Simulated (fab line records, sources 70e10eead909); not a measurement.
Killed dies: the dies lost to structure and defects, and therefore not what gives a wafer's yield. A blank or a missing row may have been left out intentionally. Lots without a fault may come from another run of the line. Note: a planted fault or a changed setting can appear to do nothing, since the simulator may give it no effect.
fab line records	flow nandHarc
[record] lots = 13	wafers = 39	lastDay = 33
route steps=1302 shown A_STAIRCASE@684 THIN_TSV@1273 END@1302
lots untouched by any fault: they come from a run of this same line in which no faults occurred
startH: hours from the record's opening day to when the first of the lot's shown wafers began	waitH: time in hours since the lot's previous step	" identical to the entry in the row above	L1.1+2: one row covering several wafers at once	- no value, or no start was given	* or withheld: withheld	< > ~ a bound
route shown NAME@n: a module of which the file shows steps, and the number in the route of the first	usual: mean/standard deviation taken from wafers without a fault	same: alike in all rows	chamber/n: place in a boat	sites: the reading at each site	_std_site: standard deviation across them	_edge_site: inner sites' mean taken away from outer sites' mean	radiusMm: how far each site lies from the wafer's centre	mask NAME#n: copy n	behind: the last tool/chamber to shape the wafer	hold: why the lot was held/for how many hours/how that ended	device: the transistor (n, p or np) that didn't switch	end of line: at the end of the route, the tests of the same wafers	a step without rows: its recipe alone	killed: count of dies lost to structure and defects at first sort (not the wafer's yield)	map: shows each die of a wafer: x if killed, . if not, _ if none is there
set.NAME: the setting the step ran with; set.NAME@STEP: the setting that earlier step ran with	model.NAME: the simulator's own value behind a step, which no gauge read
a sample of lots followed through the steps of the route, with each step as a table and each wafer as a row
services: from which hour (startH, from the record's first day; less than 0 if before it) a tool's chamber was out of use, for how many hours, and why
[[steps]]
[step NHARC_A_STAIRCASE_ETCH_27]
[recipe] targetDepthA = 1000	timeS = 40.5	ionEnergyEv = 400	c4f8FlowSccm = 20	o2FlowSccm = 10	arFlowSccm = withheld	rfW = 600	biasW = 1000	chemistry = C4F8/O2
[usual] oesProductAu = 0.947/0.017	rfVppV = 894/5.7
lot.wafer	tool	chamber	startH	waitH	oesProductAu	rfHoursCounterH	rfVppV
L153.1	rieDiel-05	0	348.89	-	0.942	31	899
L153.6	"	2	"	"	0.954	-	896
L153.5	"	3	"	"	0.935	-	905
L154.1	rieDiel-10	2	364.66	-	0.940	36	885
L154.2	"	0	"	"	0.940	36	887
L154.5	"	2	"	"	0.938	-	887
L157.2	rieDiel-05	3	381.27	-	0.925	49	906
L157.4	"	1	"	"	0.942	44	891
L157.1	"	2	"	"	0.947	46	893
L158.3	rieDiel-04	3	405.01	-	0.957	11	899
L158.2	"	1	"	"	0.946	13	900
L158.4	"	2	"	"	0.952	11	888
L160.4	rieDiel-10	0	416.50	-	0.934	56	887
L160.3	"	2	"	"	0.927	54	888
L160.6	"	0	"	"	0.934	-	888
L163.4	rieDiel-04	0	452.66	-	0.927	30	888
L163.1	"	2	"	"	0.961	29	889
L163.6	"	0	"	"	0.935	-	887
L165.1	rieDiel-05	3	459.70	-	0.933	12	904
L165.2	"	0	"	"	0.958	15	898
L165.3	"	2	"	"	0.963	14	894
L167.1	rieDiel-10	1	494.66	-	0.935	19	900
L167.3	"	2	"	"	0.948	20	886
L167.6	"	3	"	"	0.942	-	895
L168.1	rieDiel-10	3	494.95	-	0.954	21	895
L168.4	"	0	"	"	0.932	21	887
L168.6	"	0	"	"	0.926	-	887
L166.3	rieDiel-10	2	497.27	-	0.963	21	887
L166.4	"	3	"	"	0.949	22	894
L166.6	"	2	"	"	0.952	-	886
L174.3	rieDiel-05	1	556.25	-	0.943	40	892
L174.2	"	2	"	"	0.954	41	893
L174.6	"	2	"	"	0.963	-	893
L175.4	rieDiel-04	2	575.30	-	0.928	12	887
L175.3	"	3	"	"	0.952	12	898
L175.6	"	1	"	"	0.956	-	898
L176.1	rieDiel-04	2	585.50	-	0.941	16	886
L176.3	"	0	"	"	0.936	16	887
L176.6	"	2	"	"	0.939	-	888
[step NHARC_THIN_TSV_PVD_51]
[recipe] targetThkA = 1000	chamberPressurePa = 5	material = Cu
[usual] throttleValvePct = 30.1/0.93
lot.wafer	tool	chamber	startH	waitH	throttleValvePct
L153.1	pvdSputter-01	-	-	-	31.1
L153.6	"	-	"	"	30.0
L153.5	"	-	"	"	31.2
L154.1	pvdSputter-01	-	-	-	30.4
L154.2	"	-	"	"	30.2
L154.5	"	-	"	"	28.8
L157.1	pvdSputter-01	-	-	-	31.0
L157.2	"	-	"	"	30.8
L157.4	"	-	"	"	30.2
L158.3	pvdSputter-03	-	-	-	29.6
L158.4	"	-	"	"	29.8
L158.2	"	-	"	"	27.8
L160.4	pvdSputter-01	-	-	-	30.8
L160.3	"	-	"	"	29.8
L160.6	"	-	"	"	31.1
L163.1	pvdSputter-03	-	-	-	29.8
L163.4	"	-	"	"	29.1
L163.6	"	-	"	"	29.9
L165.2	pvdSputter-02	-	-	-	31.8
L165.1	"	-	"	"	30.7
L165.3	"	-	"	"	29.8
L168.1	pvdSputter-03	-	-	-	30.0
L168.4	"	-	"	"	27.8
L168.6	"	-	"	"	29.5
L167.1	pvdSputter-01	-	-	-	30.2
L167.3	"	-	"	"	31.2
L167.6	"	-	"	"	29.3
L166.4	pvdSputter-01	-	-	-	30.3
L166.3	"	-	"	"	30.9
L166.6	"	-	"	"	29.5
L174.3	pvdSputter-01	-	-	-	30.5
L174.2	"	-	"	"	31.1
L174.6	"	-	"	"	30.6
L175.3	pvdSputter-03	-	-	-	29.8
L175.4	"	-	"	"	29.8
L175.6	"	-	"	"	29.9
L176.1	pvdSputter-02	-	-	-	29.7
L176.3	"	-	"	"	31.9
L176.6	"	-	"	"	30.2
[step NHARC_THIN_TSV_CMP_21]
[recipe] tOverpolishS = 30	targetThkNm = 2000
[usual] motorCurrentA = 11.6/1.1	overpolishRunS = 29.998/0.0088
lot.wafer	tool	chamber	startH	waitH	motorCurrentA	overpolishRunS
L153.1	cmp-04	0	539.59	-	10.7	30.003
L153.6	"	3	"	"	10.4	29.992
L153.5	"	0	"	"	10.7	29.998
L154.2	cmp-02	0	557.34	-	12.6	29.994
L154.1	"	1	"	"	11.6	30.000
L154.5	"	0	"	"	13.3	29.999
L157.1	cmp-04	3	570.82	-	9.7	30.002
L157.4	"	0	"	"	10.8	30.002
L157.2	"	2	"	"	11.6	30.013
L158.2	cmp-04	0	612.93	-	10.5	30.003
L158.3	"	1	"	"	12.7	29.976
L158.4	"	2	"	"	12.5	30.002
L160.4	cmp-04	1	617.60	-	13.2	29.991
L160.3	"	2	"	"	11.8	30.006
L160.6	"	0	"	"	11.0	29.974
L163.4	cmp-03	0	644.93	-	12.2	29.991
L163.1	"	1	"	"	10.6	29.996
L163.6	"	3	"	"	12.2	30.002
L165.1	cmp-04	3	656.17	-	9.8	29.998
L165.2	"	0	"	"	10.9	30.004
L165.3	"	1	"	"	12.1	30.005
L168.1	cmp-04	1	687.21	-	12.5	30.011
L168.4	"	2	"	"	12.3	30.004
L168.6	"	1	"	"	12.8	29.994
L167.1	cmp-03	2	688.44	-	9.6	30.003
L167.3	"	3	"	"	11.5	29.990
L167.6	"	3	"	"	11.7	29.995
L166.4	cmp-02	3	694.50	-	11.2	29.986
L166.3	"	0	"	"	12.8	29.998
L166.6	"	3	"	"	11.7	30.010
L174.3	cmp-02	0	760.78	-	13.3	29.995
L174.2	"	2	"	"	12.0	29.998
L174.6	"	3	"	"	11.8	30.010
L175.4	cmp-03	1	767.98	-	10.9	29.992
L175.3	"	0	"	"	12.8	30.009
L175.6	"	1	"	"	11.4	29.990
L176.3	cmp-02	3	779.09	-	10.8	29.983
L176.1	"	0	"	"	13.2	29.989
L176.6	"	2	"	"	11.9	29.990
[step NHARC_THIN_TSV_DESCUM_35]
[recipe] timeS = 3	o2FlowSccm = 200	arFlowSccm = 0	biasPowerW = 0	chemistry = O2
[usual] drypumpMotorCurrentA = 5.5/0.48	mfcArSccm = 0.007/0.011	oesProductAu = 1.004/0.011	rfVppV = 57.8/0.9	showerheadPlenumPTorr = 1.90/0.076	throttleValvePct = 11.311/0.0093
lot.wafer	tool	chamber	startH	waitH	drypumpMotorCurrentA	mfcArSccm	oesProductAu	rfHoursCounterH	rfVppV	showerheadPlenumPTorr	throttleValvePct
L153.1	rieDiel-09	2	541.40	-	6.0	0.009	0.992	0.7	57.3	1.80	11.327
L153.5	"	3	"	"	6.1	0	1.020	-	59.0	2.02	11.315
L153.6	"	0	"	"	4.9	0.002	1.003	-	59.1	1.95	11.307
L154.2	rieDiel-03	1	559.17	-	5.4	0.032	1.005	7.2	57.4	1.90	11.315
L154.1	"	2	"	"	5.0	0	0.983	6.7	59.0	1.84	11.318
L154.5	"	0	"	"	5.4	0.017	1.028	-	57.4	1.81	11.302
L157.1	rieDiel-03	2	572.45	-	5.0	0	0.987	7.9	58.4	1.84	11.316
L157.2	"	0	"	"	5.4	0.017	1.015	7.8	57.3	1.81	11.316
L157.4	"	2	"	"	5.0	0	0.983	-	56.1	1.84	11.295
L158.2	rieDiel-01	0	614.56	-	4.9	0	1.012	2.2	58.6	1.88	11.302
L158.3	"	1	"	"	5.7	0	1.009	2.1	56.7	1.83	11.316
L158.4	"	3	"	"	4.8	0	0.996	2.0	57.8	2.01	11.325
L160.3	rieDiel-09	3	619.18	-	6.1	0	1.006	6.6	59.1	2.01	11.298
L160.4	"	1	"	"	6.1	0	1.015	5.5	56.9	1.94	11.312
L160.6	"	3	"	"	6.1	0	1.002	-	57.7	2.02	11.301
L163.4	rieDiel-01	0	646.69	-	5.0	0	1.013	4.1	59.4	1.88	11.325
L163.1	"	3	"	"	4.8	0	1.008	3.8	56.3	2.01	11.309
L163.6	"	1	"	"	5.7	0	1.010	-	57.0	1.82	11.313
L165.2	rieDiel-01	0	657.91	-	4.9	0	1.012	4.4	57.5	1.88	11.311
L165.3	"	1	"	"	5.8	0	1.007	4.3	58.7	1.82	11.319
L165.1	"	2	"	"	5.9	0	0.977	4.1	56.6	2.01	11.312
L168.4	rieDiel-09	0	688.97	-	4.8	0.002	1.000	0.1	57.1	1.95	11.316
L168.1	"	2	"	"	6.0	0.009	1.003	0.1	58.4	1.79	11.315
L168.6	"	0	"	"	4.8	0.002	0.998	-	58.3	1.95	11.318
L167.3	rieDiel-03	0	690.08	-	5.4	0.017	1.019	2.8	56.8	1.81	11.318
L167.1	"	2	"	"	5.0	0	1.008	2.7	57.3	1.84	11.326
L167.6	"	3	"	"	5.3	0.032	1.014	-	57.9	1.90	11.301
L166.3	rieDiel-09	3	696.26	-	6.1	0	1.000	0.0	57.8	2.01	11.319
L166.4	"	0	"	"	4.9	0.002	0.996	0.1	57.6	1.95	11.317
L166.6	"	3	"	"	6.1	0	1.011	-	56.6	2.01	11.323
L174.3	rieDiel-01	0	762.52	-	4.9	0	0.979	1.0	55.8	1.88	11.290
L174.2	"	2	"	"	5.9	0	1.011	0.9	57.6	2.01	11.322
L174.6	"	0	"	"	4.9	0	1.004	-	58.0	1.88	11.313
L175.4	rieDiel-03	3	769.75	-	5.3	0.032	1.021	7.4	58.5	1.90	11.316
L175.3	"	0	"	"	5.4	0.017	1.008	7.5	56.2	1.81	11.304
L175.6	"	3	"	"	5.3	0.032	1.006	-	57.4	1.90	11.310
L176.3	rieDiel-09	2	780.70	-	6.0	0.009	1.002	4.6	58.0	1.79	11.315
L176.1	"	3	"	"	6.1	0	1.004	2.3	57.6	2.01	11.310
L176.6	"	1	"	"	6.1	0	1.002	-	57.2	1.94	11.309
[step NHARC_END_SORT_01]
[recipe] tempC = 25
[usual] killedAtArray = 52/17	killedAtOther = 1.2/1.4	killedAtPeriphery = 4.7/2.9	killedDies = 58/17	killedOpen = 3.2/1.9	killedShort = 2.4/1.4
[same] grossDies = 677
lot.wafer	tool	chamber	startH	waitH	killedAtArray	killedAtOther	killedAtPeriphery	killedDies	killedOpen	killedShort
L153.1	prober-02	0	549.16	2.5	67	0	7	74	3	2
L153.5	prober-02	0	552.36	3.7	69	0	6	75	1	1
L153.6	prober-02	0	553.16	4.0	63	2	2	67	2	1
L154.1	prober-01	0	570.51	2.5	37	1	3	41	4	4
L154.2	prober-01	0	571.31	2.8	36	1	0	37	4	4
L154.5	prober-01	0	573.73	3.7	35	0	2	37	4	3
L157.1	prober-01	0	583.70	2.5	63	0	7	70	5	1
L157.2	prober-01	0	584.48	2.8	61	2	2	65	2	2
L157.4	prober-01	0	586.05	3.4	56	3	4	63	5	0
L158.2	prober-02	0	625.66	2.8	33	0	3	36	3	2
L158.3	prober-02	0	626.47	3.1	46	0	5	51	0	2
L158.4	prober-02	0	627.28	3.4	33	0	6	39	3	2
L160.3	prober-01	0	629.77	3.1	49	2	11	62	9	5
L160.4	prober-01	0	630.56	3.4	51	2	4	57	5	3
L160.6	prober-01	0	632.16	4.0	31	1	8	40	2	5
L163.1	prober-01	0	655.59	2.5	51	3	9	63	3	1
L163.4	prober-01	0	657.97	3.4	39	2	9	50	3	3
L163.6	prober-01	0	659.57	4.0	67	0	11	78	7	4
L165.1	prober-02	0	668.52	2.5	40	2	3	45	2	3
L165.2	prober-02	0	669.32	2.8	41	0	2	43	3	2
L165.3	prober-02	0	670.11	3.1	42	0	5	47	1	2
L167.1	prober-02	0	697.93	2.5	28	0	2	30	3	3
L167.3	prober-02	0	699.56	3.1	31	1	7	39	7	2
L167.6	prober-02	0	702.02	4.1	40	0	4	44	4	5
L168.1	prober-01	0	697.97	2.5	75	0	2	77	5	3
L168.4	prober-01	0	700.40	3.4	139	0	1	140	4	1
L168.6	prober-01	0	702.01	4.0	140	2	0	142	0	5
L166.3	prober-01	0	707.41	3.1	112	1	2	115	1	1
L166.4	prober-01	0	708.21	3.4	86	1	3	90	3	2
L166.6	prober-01	0	709.80	4.0	127	0	3	130	6	3
L174.2	prober-02	0	773.68	2.8	45	0	2	47	1	1
L174.3	prober-02	0	774.48	3.1	39	2	8	49	6	3
L174.6	prober-02	0	776.88	4.0	27	5	2	34	1	1
L175.3	prober-01	0	780.17	3.1	38	0	6	44	2	4
L175.4	prober-01	0	780.97	3.4	53	3	7	63	2	3
L175.6	prober-01	0	782.57	4.0	47	3	3	53	6	3
L176.1	prober-01	0	789.66	2.5	43	0	3	46	4	3
L176.3	prober-01	0	791.24	3.1	37	0	3	40	2	1
L176.6	prober-01	0	793.61	4.0	50	0	2	52	2	1
// killed by level:class
L153.1 A_CHANNEL_HOLE_D1:chamberFilmFlake=29 A_CHANNEL_HOLE_D2:chamberFilmFlake=13 A_SLIT:chamberFilmFlake=11 A_STAIRCASE:chamberFilmFlake=4 A_CONTACT:chamberFilmFlake=3 P_STI:chamberFilmFlake=2 P_BONDPAD:chamberFilmFlake=2 P_BONDPAD:geometricParticle:open=1
L153.5 A_CHANNEL_HOLE_D2:chamberFilmFlake=22 A_SLIT:chamberFilmFlake=19 A_CHANNEL_HOLE_D1:chamberFilmFlake=15 P_BONDPAD:chamberFilmFlake=5 A_STAIRCASE:chamberFilmFlake=5 A_DECK1_JOINT:chamberFilmFlake=2 A_CHANNEL_FILL_D2:chamberFilmFlake=2 A_CHANNEL_HOLE_D1:geometricParticle:short=1
L153.6 A_CHANNEL_HOLE_D1:chamberFilmFlake=19 A_SLIT:chamberFilmFlake=17 A_CHANNEL_HOLE_D2:chamberFilmFlake=16 A_STAIRCASE:chamberFilmFlake=6 THIN_TSV:chamberFilmFlake=2 P_M2:geometricParticle:open=1 A_CHANNEL_FILL_D1:geometricParticle:open=1 A_ONON_D2:geometricParticle:short=1
L154.1 A_CHANNEL_HOLE_D2:chamberFilmFlake=25 A_ZERO_WELL:chamberFilmFlake=2 P_CONTACT:geometricParticle:open=1 A_CHANNEL_FILL_D1:geometricParticle:short=1 A_DECK1_JOINT:geometricParticle:short=1 A_ONON_D2:geometricParticle:open=1 A_CHANNEL_HOLE_D2:geometricParticle:short=1 A_CHANNEL_HOLE_D2:geometricParticle:open=1
L154.2 A_CHANNEL_HOLE_D2:chamberFilmFlake=20 A_SGD_CUT:chamberFilmFlake=6 A_ONON_D2:geometricParticle:open=2 A_WL_FILL:geometricParticle:short=2 A_ONON_D1:geometricParticle:short=1 A_ONON_D1:geometricParticle:open=1 A_CHANNEL_HOLE_D1:geometricParticle:short=1 A_CHANNEL_HOLE_D2:geometricParticle:open=1
L154.5 A_CHANNEL_HOLE_D2:chamberFilmFlake=21 A_SGD_CUT:chamberFilmFlake=4 A_STAIRCASE:chamberFilmFlake=2 P_GATE:geometricParticle:open=1 A_DECK1_JOINT:geometricParticle:open=1 A_ONON_D2:geometricParticle:short=1 A_CHANNEL_FILL_D2:geometricParticle:short=1 A_CHANNEL_FILL_D2:geometricParticle:open=1
L157.1 A_CHANNEL_HOLE_D1:chamberFilmFlake=31 A_SLIT:chamberFilmFlake=16 A_CONTACT:chamberFilmFlake=5 A_CHANNEL_HOLE_D2:chamberFilmFlake=4 P_CONTACT:chamberFilmFlake=3 P_CONTACT:geometricParticle:open=2 A_ONON_D2:geometricParticle:open=2 P_ZERO_WELL:chamberFilmFlake=2
L157.2 A_SLIT:chamberFilmFlake=25 A_CHANNEL_HOLE_D1:chamberFilmFlake=16 A_CHANNEL_HOLE_D2:chamberFilmFlake=7 A_CONTACT:chamberFilmFlake=5 P_CONTACT:chamberFilmFlake=2 A_STAIRCASE:chamberFilmFlake=2 THIN_TSV:chamberFilmFlake=2 A_CHANNEL_FILL_D1:geometricParticle:open=1
L157.4 A_SLIT:chamberFilmFlake=23 A_CHANNEL_HOLE_D1:chamberFilmFlake=19 A_CHANNEL_HOLE_D2:chamberFilmFlake=5 A_CONTACT:chamberFilmFlake=3 THIN_TSV:chamberFilmFlake=3 P_M2:chamberFilmFlake=2 P_GATE:geometricParticle:open=1 A_DECK1_JOINT:geometricParticle:open=1
L158.2 A_CHANNEL_HOLE_D2:chamberFilmFlake=19 A_STAIRCASE:chamberFilmFlake=4 A_CHANNEL_HOLE_D1:chamberFilmFlake=3 A_DECK1_JOINT:chamberFilmFlake=2 P_BONDPAD:geometricParticle:open=1 A_DECK1_JOINT:geometricParticle:open=1 A_ONON_D2:geometricParticle:open=1 A_CHANNEL_FILL_D2:geometricParticle:short=1
L158.3 A_CHANNEL_HOLE_D2:chamberFilmFlake=35 P_GATE:chamberFilmFlake=4 A_CHANNEL_HOLE_D1:chamberFilmFlake=3 A_DECK1_JOINT:chamberFilmFlake=3 A_CHANNEL_FILL_D2:geometricParticle:short=1 A_STAIRCASE:geometricParticle:short=1 P_M2:chamberFilmFlake=1 A_STAIRCASE:chamberFilmFlake=1
L158.4 A_CHANNEL_HOLE_D2:chamberFilmFlake=19 A_CHANNEL_HOLE_D1:chamberFilmFlake=3 A_CONTACT:chamberFilmFlake=3 P_M2:chamberFilmFlake=2 A_DECK1_JOINT:chamberFilmFlake=2 P_STI:geometricParticle:short=1 A_ONON_D1:geometricParticle:open=1 A_DECK1_JOINT:geometricParticle:open=1
L160.3 A_SLIT:chamberFilmFlake=21 A_CONTACT:chamberFilmFlake=7 A_CHANNEL_HOLE_D2:chamberFilmFlake=6 A_WL_FILL:geometricParticle:short=3 P_STI:chamberFilmFlake=3 P_GATE:chamberFilmFlake=3 P_M0:geometricParticle:open=2 A_ONON_D2:geometricParticle:open=2
L160.4 A_SLIT:chamberFilmFlake=24 A_CONTACT:chamberFilmFlake=7 A_CHANNEL_HOLE_D2:chamberFilmFlake=6 A_STAIRCASE:chamberFilmFlake=4 P_STI:chamberFilmFlake=3 A_ONON_D2:geometricParticle:open=2 A_DECK1_JOINT:chamberFilmFlake=2 THIN_TSV:chamberFilmFlake=2
L160.6 A_SLIT:chamberFilmFlake=16 A_CHANNEL_HOLE_D2:chamberFilmFlake=5 A_CONTACT:chamberFilmFlake=3 P_GATE:chamberFilmFlake=2 P_BONDPAD:chamberFilmFlake=2 A_DECK1_JOINT:chamberFilmFlake=2 P_GATE:geometricParticle:open=1 P_GATE:geometricParticle:short=1
L163.1 A_SLIT:chamberFilmFlake=31 A_CONTACT:chamberFilmFlake=9 P_GATE:chamberFilmFlake=7 A_CHANNEL_HOLE_D1:chamberFilmFlake=4 THIN_TSV:chamberFilmFlake=3 P_M1:geometricParticle:short=1 A_CHANNEL_FILL_D1:geometricParticle:open=1 A_DECK1_JOINT:geometricParticle:open=1
L163.4 A_SLIT:chamberFilmFlake=21 P_GATE:chamberFilmFlake=9 A_CONTACT:chamberFilmFlake=6 A_CHANNEL_HOLE_D1:chamberFilmFlake=4 A_ONON_D1:geometricParticle:open=2 A_CHANNEL_FILL_D2:geometricParticle:short=2 THIN_TSV:chamberFilmFlake=2 A_SGD_CUT:geometricParticle:short=1
L163.6 A_SLIT:chamberFilmFlake=38 A_CONTACT:chamberFilmFlake=10 P_GATE:chamberFilmFlake=7 A_CHANNEL_HOLE_D1:chamberFilmFlake=4 A_CHANNEL_FILL_D2:geometricParticle:open=2 A_M0:geometricParticle:open=2 P_STI:chamberFilmFlake=2 P_M0:geometricParticle:open=1
L165.1 A_CHANNEL_HOLE_D2:chamberFilmFlake=14 A_CONTACT:chamberFilmFlake=9 A_WL_FILL:chamberFilmFlake=5 A_CHANNEL_HOLE_D1:chamberFilmFlake=4 A_STAIRCASE:chamberFilmFlake=2 A_SLIT:chamberFilmFlake=2 THIN_TSV:chamberFilmFlake=2 P_CONTACT:geometricParticle:short=1
L165.2 A_CHANNEL_HOLE_D2:chamberFilmFlake=15 A_CHANNEL_HOLE_D1:chamberFilmFlake=8 A_STAIRCASE:chamberFilmFlake=3 A_SLIT:chamberFilmFlake=3 A_WL_FILL:chamberFilmFlake=3 A_CONTACT:chamberFilmFlake=3 P_GATE:geometricParticle:open=1 P_M0:geometricParticle:open=1
L165.3 A_CHANNEL_HOLE_D2:chamberFilmFlake=13 A_CONTACT:chamberFilmFlake=10 A_CHANNEL_HOLE_D1:chamberFilmFlake=9 A_WL_FILL:chamberFilmFlake=5 P_CONTACT:chamberFilmFlake=2 P_STI:chamberFilmFlake=2 A_SLIT:chamberFilmFlake=2 A_CHANNEL_FILL_D2:geometricParticle:short=1
L167.1 A_CHANNEL_HOLE_D2:chamberFilmFlake=11 A_CHANNEL_HOLE_D1:chamberFilmFlake=7 A_SLIT:chamberFilmFlake=2 P_CONTACT:geometricParticle:open=1 A_SOURCE_PLATE:geometricParticle:open=1 A_SOURCE_PLATE:geometricParticle:short=1 A_CHANNEL_FILL_D1:geometricParticle:short=1 A_CHANNEL_FILL_D2:geometricParticle:short=1
L168.1 A_STAIRCASE:unspecified=29 A_CHANNEL_HOLE_D1:chamberFilmFlake=19 A_SLIT:chamberFilmFlake=14 A_CHANNEL_FILL_D2:chamberFilmFlake=2 A_SGD_CUT:chamberFilmFlake=2 P_CONTACT:geometricParticle:short=1 A_CHANNEL_HOLE_D1:geometricParticle:open=1 A_DECK1_JOINT:geometricParticle:open=1
L167.3 A_CHANNEL_HOLE_D2:chamberFilmFlake=13 A_CHANNEL_HOLE_D1:chamberFilmFlake=5 A_CONTACT:chamberFilmFlake=4 P_ZERO_WELL:chamberFilmFlake=3 A_SLIT:chamberFilmFlake=3 A_M0:geometricParticle:open=2 P_GATE:geometricParticle:open=1 P_GATE:geometricParticle:short=1
L168.4 A_STAIRCASE:unspecified=80 A_SLIT:chamberFilmFlake=23 A_CHANNEL_HOLE_D1:chamberFilmFlake=18 A_CONTACT:chamberFilmFlake=7 A_DECK1_JOINT:geometricParticle:open=2 A_SGD_CUT:chamberFilmFlake=2 A_DECK1_JOINT:geometricParticle:short=1 A_CHANNEL_HOLE_D2:geometricParticle:open=1
L168.6 A_STAIRCASE:unspecified=80 A_SLIT:chamberFilmFlake=29 A_CHANNEL_HOLE_D1:chamberFilmFlake=15 A_CONTACT:chamberFilmFlake=4 A_CHANNEL_FILL_D2:chamberFilmFlake=2 A_STAIRCASE:chamberFilmFlake=2 A_SGD_CUT:chamberFilmFlake=2 A_SOURCE_PLATE:geometricParticle:short=1
L167.6 A_CHANNEL_HOLE_D2:chamberFilmFlake=17 A_CHANNEL_HOLE_D1:chamberFilmFlake=10 A_CONTACT:chamberFilmFlake=4 A_WL_FILL:geometricParticle:short=3 P_M1:chamberFilmFlake=2 P_CONTACT:geometricParticle:open=1 P_M0:geometricParticle:open=1 A_CHANNEL_FILL_D1:geometricParticle:short=1
L166.3 A_STAIRCASE:unspecified=68 A_CHANNEL_HOLE_D2:chamberFilmFlake=17 A_CHANNEL_HOLE_D1:chamberFilmFlake=16 A_CONTACT:chamberFilmFlake=6 A_SLIT:chamberFilmFlake=2 P_CONTACT:geometricParticle:open=1 A_CHANNEL_HOLE_D2:geometricParticle:short=1 P_ZERO_WELL:chamberFilmFlake=1
L166.4 A_CHANNEL_HOLE_D1:chamberFilmFlake=28 A_STAIRCASE:unspecified=26 A_CHANNEL_HOLE_D2:chamberFilmFlake=16 A_CONTACT:chamberFilmFlake=7 A_ZERO_WELL:chamberFilmFlake=2 P_CONTACT:geometricParticle:open=1 P_M0:geometricParticle:open=1 P_M1:geometricParticle:short=1
L166.6 A_STAIRCASE:unspecified=68 A_CHANNEL_HOLE_D1:chamberFilmFlake=21 A_CHANNEL_HOLE_D2:chamberFilmFlake=20 A_CONTACT:chamberFilmFlake=5 A_M1:chamberFilmFlake=4 A_WL_FILL:geometricParticle:open=2 A_CONTACT:geometricParticle:open=2 P_M0:geometricParticle:open=1
L174.2 A_CHANNEL_HOLE_D1:chamberFilmFlake=18 A_SLIT:chamberFilmFlake=13 A_M1:chamberFilmFlake=6 A_STAIRCASE:chamberFilmFlake=4 A_DECK1_JOINT:chamberFilmFlake=2 A_DECK1_JOINT:geometricParticle:short=1 A_WL_FILL:geometricParticle:open=1 P_STI:chamberFilmFlake=1
L174.3 A_CHANNEL_HOLE_D1:chamberFilmFlake=23 A_STAIRCASE:chamberFilmFlake=4 A_SLIT:chamberFilmFlake=4 P_CONTACT:geometricParticle:open=2 P_M2:chamberFilmFlake=2 A_CONTACT:chamberFilmFlake=2 THIN_TSV:chamberFilmFlake=2 P_CONTACT:geometricParticle:short=1
L174.6 A_CHANNEL_HOLE_D1:chamberFilmFlake=12 A_SLIT:chamberFilmFlake=4 THIN_TSV:chamberFilmFlake=4 A_CONTACT:chamberFilmFlake=3 A_M1:chamberFilmFlake=3 A_STAIRCASE:chamberFilmFlake=2 P_STI:geometricParticle:short=1 A_M0:geometricParticle:open=1
L175.3 A_CHANNEL_HOLE_D2:chamberFilmFlake=16 A_CONTACT:chamberFilmFlake=9 A_SLIT:chamberFilmFlake=5 P_ZERO_WELL:chamberFilmFlake=3 P_M2:chamberFilmFlake=2 A_STAIRCASE:chamberFilmFlake=2 P_GATE:geometricParticle:open=1 A_ONON_D1:geometricParticle:short=1
L175.4 A_CHANNEL_HOLE_D2:chamberFilmFlake=23 A_SLIT:chamberFilmFlake=10 A_CONTACT:chamberFilmFlake=9 A_STAIRCASE:chamberFilmFlake=8 P_ZERO_WELL:chamberFilmFlake=3 P_M2:chamberFilmFlake=2 THIN_TSV:chamberFilmFlake=2 P_STI:geometricParticle:open=1
L175.6 A_CHANNEL_HOLE_D2:chamberFilmFlake=16 A_CONTACT:chamberFilmFlake=14 A_STAIRCASE:chamberFilmFlake=4 A_SLIT:chamberFilmFlake=3 A_WL_FILL:geometricParticle:open=2 THIN_TSV:chamberFilmFlake=2 P_GATE:geometricParticle:short=1 A_SOURCE_PLATE:geometricParticle:open=1
L176.1 A_SLIT:chamberFilmFlake=25 A_CONTACT:chamberFilmFlake=6 A_CHANNEL_HOLE_D2:chamberFilmFlake=5 A_WL_FILL:geometricParticle:open=2 P_GATE:chamberFilmFlake=2 A_ONON_D2:geometricParticle:short=1 A_CHANNEL_FILL_D2:geometricParticle:open=1 A_SGD_CUT:geometricParticle:short=1
L176.3 A_SLIT:chamberFilmFlake=21 A_CHANNEL_HOLE_D2:chamberFilmFlake=6 A_WL_FILL:chamberFilmFlake=3 A_CONTACT:chamberFilmFlake=3 A_ONON_D1:geometricParticle:open=1 A_DECK1_JOINT:geometricParticle:short=1 A_WL_FILL:geometricParticle:open=1 P_ZERO_WELL:chamberFilmFlake=1
L176.6 A_SLIT:chamberFilmFlake=35 A_CHANNEL_HOLE_D2:chamberFilmFlake=4 A_DECK1_JOINT:chamberFilmFlake=2 A_CONTACT:chamberFilmFlake=2 A_ONON_D2:geometricParticle:open=1 A_SGD_CUT:geometricParticle:open=1 A_WL_FILL:geometricParticle:short=1 P_STI:chamberFilmFlake=1
[[services]]
tool	chamber	startH	hours	kind
pvdSputter-01	-	329.18	1.4	repair
rieDiel-09	1	329.92	8.1	repair
cmp-04	-	344.96	1.3	repair
cmp-04	-	348.87	1.3	repair
rieDiel-10	1	362.18	7.1	repair
pvdSputter-01	-	381.07	31.3	repair
cmp-04	-	408.97	4.0	pm
pvdSputter-01	-	412.41	10.0	pm
rieDiel-10	-	421.86	9.0	pm
cmp-04	-	422.21	1.1	repair
cmp-04	-	450.42	0.9	repair
cmp-04	-	454.88	0.7	repair
cmp-04	-	460.72	1.0	repair
rieDiel-10	1	482.68	6.5	repair
rieDiel-09	0	496.92	25.6	repair
rieDiel-09	-	497.10	9.0	pm
cmp-04	-	506.97	4.0	pm
rieDiel-10	2	543.91	4.8	repair
pvdSputter-01	-	559.20	3.8	repair
pvdSputter-01	-	590.41	10.0	pm
cmp-04	-	604.97	4.0	pm
pvdSputter-01	-	619.70	1.6	repair
cmp-04	-	702.97	4.0	pm
pvdSputter-01	-	768.41	10.0	pm
[[key]]
[firstSign] step = NHARC_END_SORT_01	reading = killedAtArray	direction = up	sigmas = 3.7	usual = 52	struck = 113	wafersMoved = 4
[effect] step = NHARC_END_SORT_01	reading = killedDies	direction = up	sigmas = 3.4	usual = 58	struck = 116	wafersMoved = 4
[moreKillsBornAt] NHARC_A_STAIRCASE_ETCH_27@rieDiel-10 = 351
metAt NHARC_A_STAIRCASE_ETCH_27
struckLots L166,L168
testerLeftOut L166,L168
notActingAt NHARC_THIN_TSV_PVD_51,NHARC_THIN_TSV_CMP_21,NHARC_THIN_TSV_DESCUM_35
onsetBetween 494.66 494.95
[fault] kind = chamberParticleSource	tool = rieDiel-10	chamber = -	onsetH = 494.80	steps = NHARC_A_STAIRCASE_ETCH_27	ratePerVisitCm2 = 0.52361	endH = 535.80
// testerLeftOut: of these lots the tester's yield and bins aren't shown, on N5 and GAA mostly nor the transistor test; their killed dies are dies lost to structure and defects alone, not to doping, threshold or leakage, so they don't give the yield
